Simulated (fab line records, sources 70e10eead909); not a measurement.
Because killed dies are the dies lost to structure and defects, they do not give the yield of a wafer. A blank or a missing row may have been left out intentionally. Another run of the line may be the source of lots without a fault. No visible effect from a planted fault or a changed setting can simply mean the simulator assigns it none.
A lot that was struck, set against a sound lot    flow nand-harc    19 out of 1159 route steps
Sound: the wafers L696.1, L696.3, L696.5. Struck: wafer L706.2 (left out: L706.5, a lot-mate that was not struck); the cause follows at the end.
Order at every step that has rows: each side's tool, ch and its chambers, its first start. Under that, the readings that differ: sound wafers    struck wafers    difference of the means    sigmas: that difference in standard deviations of wafers without a fault.
alike: a reading whose means differ by less than 2 such deviations, as well as words and numbers matching on both sides. not compared: withheld readings; readings where some wafer has no value; bounds like >300 that might hide an equal value; numbers whose values overlap and for which the record gives no deviation.
Wherever a step has rows on one side only, a row that says differs or no value, or a row with sigmas, the two part there. When numbers do not overlap yet have no deviation, they are printed without sigmas and do not part them. Lack of a reading on every wafer of one side parts them only where that side has two or more wafers.

first, 3 steps without rows for these wafers: NHARC_P_GATE_SRD_72; NHARC_P_GATE_OXIDE_16 (material SiO2, target thk 3 nm, ox time 392 s); NHARC_P_GATE_CVD_17 (deposits poly-Si, target thk 150 nm, time 900 s).
NHARC_P_GATE_HM_DEP_102: deposits aC, target thk 120 nm.
  sound on acl-dep-01 ch 0, day 5 02:46; struck on acl-dep-03 ch 0, day 8 02:49
  alike: throttle-valve-pct
NHARC_P_GATE_DEP_103: deposits SiON, target thk 30 nm.
  sound on pecvd-03 ch 0,1, day 5 03:25; struck on pecvd-04 ch 0, day 8 03:25
  alike: heater-power-w
then, 7 steps without rows for these wafers: NHARC_P_GATE_DEHYDRATE_18 (time 120 s); NHARC_P_GATE_HMDS_19 (time 30 s); NHARC_P_GATE_COAT_20 (resist thk 90 nm); NHARC_P_GATE_SOFTBAKE_21 (time 55 s); NHARC_P_GATE_EBR_22; NHARC_P_GATE_EXPOSE_23 (exposes mask P GATE, target cd 120 nm); NHARC_P_GATE_PEB_24 (peb time 65 s).
NHARC_P_GATE_DEVELOP_25: develop time 35 s.
  sound on litho-track-01 ch 0, day 5 04:00; struck on litho-track-04 ch 0, day 8 04:00
reading          sound           struck  difference  sigmas
exhaust-pa (Pa)  47.1 46.6 47.1  44.8    -2.1        -2
NHARC_P_GATE_CD_MEAS_26 targets a cd of 120 nm.
  sound on cd-sem-02 ch 0, day 5 04:08; struck on cd-sem-03 ch 0, day 8 04:05
reading     sound              struck  difference  sigmas
cd-nm (nm)  120.6 120.3 119.8  119.0   -1.2        -3
NHARC_P_GATE_OVL_MEAS_27:
  sound on overlay-02 at day 5 04:13; struck on overlay-02 at day 8 04:10
  alike: overlay-x-nm, overlay-y-nm
NHARC_P_GATE_INSPECT_28:
  sound on defect-inspect-02 at day 5 04:15; struck on defect-inspect-01 at day 8 04:12
  alike: raw-defect-count
NHARC_P_GATE_DESCUM_31: chemistry O2, time 3 s.
  sound on rie-diel-07 ch 2,3, day 5 04:21; struck on rie-diel-01 ch 3, day 8 04:19
reading                  sound              struck  difference  sigmas
mfc-ar-sccm (sccm)       0 0.006 0          0.023   +0.021      +3
rf-vpp-V (V)             56.6 56.4 57.6     58.9    +2.0        +2
model.P_GATE.cd-nm (nm)  120.7 119.9 119.6  118.9   -1.2        
  alike: drypump-motor-current-A, oes-product-au, showerhead-plenum-p-Torr, throttle-valve-pct
  not compared: rf-hours-counter-h
NHARC_P_GATE_ETCH_104: etches the open film in CF4/CHF3, target depth 60 nm.
  sound on rie-diel-07 ch 0,1,2, day 5 04:26; struck on rie-diel-01 ch 0, day 8 04:25
  alike: drypump-motor-current-A, mfc-ar-sccm, oes-product-au, rf-vpp-V, showerhead-plenum-p-Torr, throttle-valve-pct
-- record jumps: 15 days between struck wafers' starts before vs after; left off in module P_GATE, resumes in module END, first step shown is number 1159 of the route --
NHARC_END_SORT_01:
  sound on prober-01 ch 0, day 19 18:09; struck on prober-02 ch 0, day 23 05:32
  alike: killed-at-array, killed-at-other, killed-at-periphery, killed-dies, killed-open, killed-short

## WHERE THEY PART
Last at NHARC_P_GATE_DESCUM_31 as far as this record goes, first at NHARC_P_GATE_DEVELOP_25. Later steps at which nothing parts them and some readings are alike: NHARC_P_GATE_ETCH_104, NHARC_END_SORT_01.

WHY: what had been put in by the simulator
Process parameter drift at NHARC_P_GATE_DEVELOP_25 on litho-track-04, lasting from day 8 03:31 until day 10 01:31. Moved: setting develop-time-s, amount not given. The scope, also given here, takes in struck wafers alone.
